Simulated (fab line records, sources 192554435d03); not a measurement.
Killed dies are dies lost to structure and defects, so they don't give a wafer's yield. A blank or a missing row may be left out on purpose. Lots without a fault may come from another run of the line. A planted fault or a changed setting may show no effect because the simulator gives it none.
Split-lot experiment | flow n5_finfet | 7 lots, 39 wafers read, on a route of 1938 steps

THE SPLIT
At N5_FIN_SAQP_ETCH_65 (etches SiO2 in CF4, target depth 4 nm, time 4.4 s), the setting time_s was moved away from the recipe's 4.4 s on 15 of the 39 wafers read, by -47.3% to +42.2%. The other wafers ran this setting at the recipe's value.

The reading is taken at the split's own step.

THE READING
etch.depth_nm (the simulator's own value, which no gauge read), in nm, at N5_FIN_SAQP_ETCH_65 (etches SiO2 in CF4, target depth 4 nm, time 4.4 s). The file gives no usual value for it. The 24 wafers here that ran the recipe average 4.022 nm, standard deviation 0.045 nm.

wafer  | tool, chamber at the split | time_s as run, s | against the recipe | etch.depth_nm, nm | against lot-mates on the recipe
L075.1 | rie_si-03, 3               | 4.4              | recipe             | 4.003             | -
L075.2 | rie_si-03, 1               | 2.32             | -47.3%             | 2.153             | -1.833
L075.3 | rie_si-03, 2               | 4.4              | recipe             | 3.998             | -
L075.4 | rie_si-03, 3               | 4.4              | recipe             | 3.956             | -
L075.5 | rie_si-03, 1               | 2.32             | -47.3%             | 2.15              | -1.836
L075.6 | rie_si-03, 2               | 2.32             | -47.3%             | 2.111             | -1.875
L078.1 | rie_si-06, 1               | 4.4              | recipe             | 4.028             | -
L078.2 | rie_si-06, 3               | 4.4              | recipe             | 4.033             | -
L078.3 | rie_si-06, 2               | 6.259            | +42.2%             | 5.711             | +1.694
L078.4 | rie_si-06, 0               | 6.259            | +42.2%             | 5.783             | +1.766
L078.5 | rie_si-06, 0               | 6.259            | +42.2%             | 5.77              | +1.753
L078.6 | rie_si-06, 1               | 4.4              | recipe             | 3.991             | -
L079.2 | rie_si-06, 0               | 4.4              | recipe             | 4.071             | -
L079.3 | rie_si-06, 3               | 4.4              | recipe             | 4.061             | -
L079.6 | rie_si-06, 0               | 4.4              | recipe             | 4.049             | -
L086.1 | rie_si-03, 3               | 4.4              | recipe             | 3.95              | -
L086.2 | rie_si-03, 1               | 3.145            | -28.5%             | 2.913             | -1.068
L086.3 | rie_si-03, 0               | 3.145            | -28.5%             | 2.867             | -1.114
L086.4 | rie_si-03, 2               | 3.145            | -28.5%             | 2.807             | -1.174
L086.5 | rie_si-03, 1               | 4.4              | recipe             | 4.051             | -
L086.6 | rie_si-03, 2               | 4.4              | recipe             | 3.942             | -
L092.1 | rie_si-01, 0               | 4.4              | recipe             | 4.066             | -
L092.2 | rie_si-01, 3               | 2.463            | -44.0%             | 2.297             | -1.750
L092.3 | rie_si-01, 2               | 2.463            | -44.0%             | 2.318             | -1.729
L092.4 | rie_si-01, 1               | 4.4              | recipe             | 4.006             | -
L092.5 | rie_si-01, 0               | 2.463            | -44.0%             | 2.289             | -1.758
L092.6 | rie_si-01, 3               | 4.4              | recipe             | 4.069             | -
L093.1 | rie_si-01, 2               | 4.4              | recipe             | 4.119             | -
L093.2 | rie_si-01, 1               | 4.4              | recipe             | 4.004             | -
L093.3 | rie_si-01, 3               | 4.4              | recipe             | 4.068             | -
L093.4 | rie_si-01, 0               | 4.4              | recipe             | 4.061             | -
L093.5 | rie_si-01, 1               | 4.4              | recipe             | 3.963             | -
L093.6 | rie_si-01, 0               | 4.4              | recipe             | 4.053             | -
L095.1 | rie_si-06, 1               | 4.4              | recipe             | 3.993             | -
L095.2 | rie_si-06, 3               | 3.354            | -23.8%             | 3.031             | -0.966
L095.3 | rie_si-06, 2               | 4.4              | recipe             | 4.022             | -
L095.4 | rie_si-06, 0               | 4.4              | recipe             | 3.975             | -
L095.5 | rie_si-06, 0               | 3.354            | -23.8%             | 3.049             | -0.948
L095.6 | rie_si-06, 1               | 3.354            | -23.8%             | 3.051             | -0.946

THE FIT
A straight line over all 39 wafers: etch.depth_nm changes by +0.0402 nm for each +1% of time_s; r = +1.00; the points scatter about the line by 0.044 nm.
The same after taking each lot's own level away (the mean of its wafers on the recipe; 39 wafers): +0.04 nm for each +1%; r = +1.00; scatter 0.037 nm.
On that fit, the largest move of time_s shifts the reading by 1.9 nm.
The lots' own levels span 3.9810 to 4.0603 nm, that is 1.8 times the standard deviation above.
So the lot-to-lot level changes the slope little: the two slopes agree.
Check: with one of the wafers moved furthest among these (-47.3%) left out of the fit, the line predicts -1.88 nm for it against its lot-mates. It came out at -1.83 nm against them.

OTHER SPLITS ON THESE WAFERS
These wafers also went through other splits before the reading. Each is held against what the fit with the lots' levels taken away leaves over:
other split on the same wafers          | wafers away from the commonest value | r with etch.depth_nm (lot level and that fit taken away)
N5_ZERO_LAYER_DEVELOP_10 develop_time_s | 15                                   | -0.09

THE FILE'S OWN FIT
etch.depth_nm changes by +0.0398 nm for each +1% of time_s, r = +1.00.
